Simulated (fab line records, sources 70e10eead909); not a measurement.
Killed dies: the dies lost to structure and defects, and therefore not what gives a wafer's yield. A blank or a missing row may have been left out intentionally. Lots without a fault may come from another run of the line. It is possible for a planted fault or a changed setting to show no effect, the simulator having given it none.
Matching of chambers + flow nand-harc + rie-diel-02 running NHARC_P_BONDPAD_DESCUM_11: 4 sister chambers
The step chemistry O2, time 3 s. 4 wafers are shown with their chamber, then 7 later ones without.

WAFERS WITH THEIR CHAMBER
| wafer  | chamber | rf-vpp-V (V) |
|--------|---------|--------------|
| L085.3 | 0       | 57.2         |
| L085.4 | 1       | 58.9         |
| L085.5 | 3       | 57.5         |
| L086.5 | 2       | 57.8         |

WAFERS WHOSE CHAMBER IS MISSING
| wafer  | rf-vpp-V (V) |
|--------|--------------|
| L086.6 | 58.2         |
| L088.1 | 57.1         |
| L088.4 | 58.6         |
| L088.6 | 57.4         |
| L087.1 | 57.8         |
| L087.4 | 58.1         |
| L087.6 | 58.1         |

CHAMBER TAKEN BY EACH
| wafer  | from the rows above          | in truth |
|--------|------------------------------|----------|
| L086.6 | can't be placed: 2 or 1 or 3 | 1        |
| L088.1 | can't be placed: 0 or 3      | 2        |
| L088.4 | can't be placed: 1 or 2      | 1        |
| L088.6 | can't be placed: 3 or 0 or 2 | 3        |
| L087.1 | can't be placed: 2 or 3      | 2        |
| L087.4 | can't be placed: 2 or 3 or 1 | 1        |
| L087.6 | can't be placed: 2 or 3 or 1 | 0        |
Placed correctly: 0 of 7. Not placeable from these rows: 7 (in 5, the candidates include the true chamber). Placed wrongly: 0.
How it was worked out, from the rows above alone: a wafer's distance from a chamber is the root of the sum, over the readings, of the square of ((its reading less the chamber's mean) divided by the reading's scatter). If the next closest chamber is less than 2 further off than the closest, the wafer can't be placed; otherwise it belongs to the closest. The mean given for a chamber averages the wafers shown for that chamber. The scatter (one wafer shown for each chamber): square how far every hidden wafer sits from the nearest shown wafer, average those squares and take the square root.
